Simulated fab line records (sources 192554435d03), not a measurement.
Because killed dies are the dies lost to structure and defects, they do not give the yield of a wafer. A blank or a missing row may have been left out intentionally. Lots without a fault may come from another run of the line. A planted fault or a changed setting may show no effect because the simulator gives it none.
Split-lot trial | flow n5Finfet | route with 1938 steps; 7 lots, 39 wafers read

ABOUT THE SPLIT
At N5_BEOL_M11_ILD_DEP_00 (deposits SiCOH lowk from DEMS/porogen, target thk 308.51 nm, time 58 s), the setting targetThkA was moved away from the recipe's 3085.1 angstrom on 15 of the 39 wafers read, by -49.1% to +58.0%. All remaining wafers had this setting at the recipe value.

THE PATH FROM SPLIT TO READING: the file shows 1 step between them
- N5_BEOL_M11_CURE_71: cures SiCOH lowk, time 240 s

THE READING
At N5_BEOL_M11_THK_MEAS_01: M11_ILD_THK, given in nm. A value of 268 nm with a standard deviation of 3.3 nm is what fault-free wafers of this fab line usually give.

wafer  | tool, chamber at the split | targetThkA as run, angstrom | against the recipe | M11_ILD_THK, nm | against lot-mates on the recipe
L074.1 | pecvd-03, 1                | 4151                        | +34.5%             | 362             | +92
L074.2 | pecvd-03, 2                | 4151                        | +34.5%             | 357             | +87
L074.3 | pecvd-03, 0                | 4151                        | +34.5%             | 360             | +90
L074.4 | pecvd-03, 2,1              | 3085.1                      | recipe             | 270             | -
L074.5 | pecvd-03, 0                | 3085.1                      | recipe             | 271             | -
L074.6 | pecvd-03, 2,1              | 3085.1                      | recipe             | 270             | -
L079.1 | pecvd-03, 1                | 3888                        | +26.0%             | 337             | +69
L079.2 | pecvd-03, 0                | 3888                        | +26.0%             | 335             | +67
L079.3 | pecvd-03, 2                | 3085.1                      | recipe             | 267             | -
L079.4 | pecvd-03, 0                | 3085.1                      | recipe             | 271             | -
L079.5 | pecvd-03, 2                | 3085.1                      | recipe             | 265             | -
L079.6 | pecvd-03, 1                | 3888                        | +26.0%             | 339             | +71
L077.1 | pecvd-04, 2                | 3085.1                      | recipe             | 268             | -
L077.2 | pecvd-04, 0                | 4587                        | +48.7%             | 398             | +129
L077.3 | pecvd-04, 1                | 3085.1                      | recipe             | 267             | -
L077.4 | pecvd-04, 2                | 4587                        | +48.7%             | 408             | +139
L077.5 | pecvd-04, 0                | 4587                        | +48.7%             | 403             | +134
L077.6 | pecvd-04, 1                | 3085.1                      | recipe             | 273             | -
L081.1 | pecvd-03, 0                | 3085.1                      | recipe             | 266             | -
L081.2 | pecvd-03, 1                | 3085.1                      | recipe             | 268             | -
L081.4 | pecvd-03, 0                | 3085.1                      | recipe             | 270             | -
L083.1 | pecvd-01, 2                | 1571                        | -49.1%             | 135             | -136
L083.2 | pecvd-01, 1                | 1571                        | -49.1%             | 137             | -134
L083.3 | pecvd-01, 0                | 3085.1                      | recipe             | 267             | -
L083.4 | pecvd-01, 2                | 3085.1                      | recipe             | 271             | -
L083.5 | pecvd-01, 1                | 3085.1                      | recipe             | 274             | -
L083.6 | pecvd-01, 0                | 1571                        | -49.1%             | 142             | -129
L091.1 | pecvd-04, 1                | 3085.1                      | recipe             | 262             | -
L091.2 | pecvd-04, 2                | 3085.1                      | recipe             | 262             | -
L091.3 | pecvd-04, 0                | 3085.1                      | recipe             | 263             | -
L091.4 | pecvd-04, 0                | 4873                        | +58.0%             | 425             | +163
L091.5 | pecvd-04, 1,2              | 4873                        | +58.0%             | 424             | +162
L091.6 | pecvd-04, 1,2              | 4873                        | +58.0%             | 424             | +162
L092.1 | pecvd-03, 0                | 3085.1                      | recipe             | 266             | -
L092.2 | pecvd-03, 1                | 3085.1                      | recipe             | 268             | -
L092.3 | pecvd-03, 2                | 3085.1                      | recipe             | 267             | -
L092.4 | pecvd-03, 0                | 3085.1                      | recipe             | 275             | -
L092.5 | pecvd-03, 2                | 3085.1                      | recipe             | 272             | -
L092.6 | pecvd-03, 1                | 3085.1                      | recipe             | 273             | -
If several chambers appear in one row, that row covers several wafers at once and the file leaves open which wafer was in which chamber.

FIT RESULTS
A straight line over all 39 wafers: M11_ILD_THK changes by +2.69 nm for each +1% of targetThkA; r = +1.00; the points scatter about the line by 3.5 nm.
The same after taking each lot's own level away (the mean of its wafers on the recipe; 39 wafers): +2.73 nm for each +1%; r = +1.00; scatter 3.2 nm.
According to that fit, moving targetThkA by its largest amount changes the reading by 1.6e+02 nm.
The lots' own levels span 262.3 to 270.7 nm, that is 2.5 times the standard deviation above.
So the lot-to-lot level changes the slope little: the two slopes agree.
Check: with one of the wafers moved furthest among these (+58.0%) left out of the fit, the line predicts +157 nm for it against its lot-mates. Against them it came out at +163 nm.

OTHER SPLITS APPLIED TO THESE WAFERS
These wafers also went through other splits before the reading. Each is held against what the fit with the lots' levels taken away leaves over:
other split on the same wafers      | wafers away from the commonest value | r with M11_ILD_THK (lot level and that fit taken away)
N5_BEOL_M2_TRENCH_ETCH_37 timeS     | 15                                   | -0.03
N5_BEOL_M4_VIA_ETCH_34 targetDepthA | 15                                   | -0.01
N5_BEOL_M6_VIA_ETCH_34 targetDepthA | 12                                   | -0.37
N5_BEOL_M9_CVD_78 targetThkA        | 15                                   | +0.11

THE WHOLE CHAIN: every reading that the file lists as answering this split, in the file's order
step                    | what it does                                                           | reading                                                                                  | change (the file's fit)              | r (the file's)
N5_BEOL_M11_ILD_DEP_00  | deposits SiCOH lowk from DEMS/porogen, target thk 308.51 nm, time 58 s | SiCOH_lowk_of_BEOL_M11_ILD_DEP_00.thkNm (the simulator's own value, which no gauge read) | +3.07 nm for each +1% of the setting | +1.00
N5_BEOL_M11_CURE_71     | cures SiCOH lowk, time 240 s                                           | SiCOH_lowk_of_BEOL_M11_ILD_DEP_00.thkNm (the simulator's own value, which no gauge read) | +2.73 nm for each +1% of the setting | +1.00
N5_BEOL_M11_THK_MEAS_01 |                                                                        | M11_ILD_THK                                                                              | +2.73 for each +1% of the setting    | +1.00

THE FILE'S OWN FIT
M11_ILD_THK changes by +2.73 nm for each +1% of targetThkA, r = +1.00.
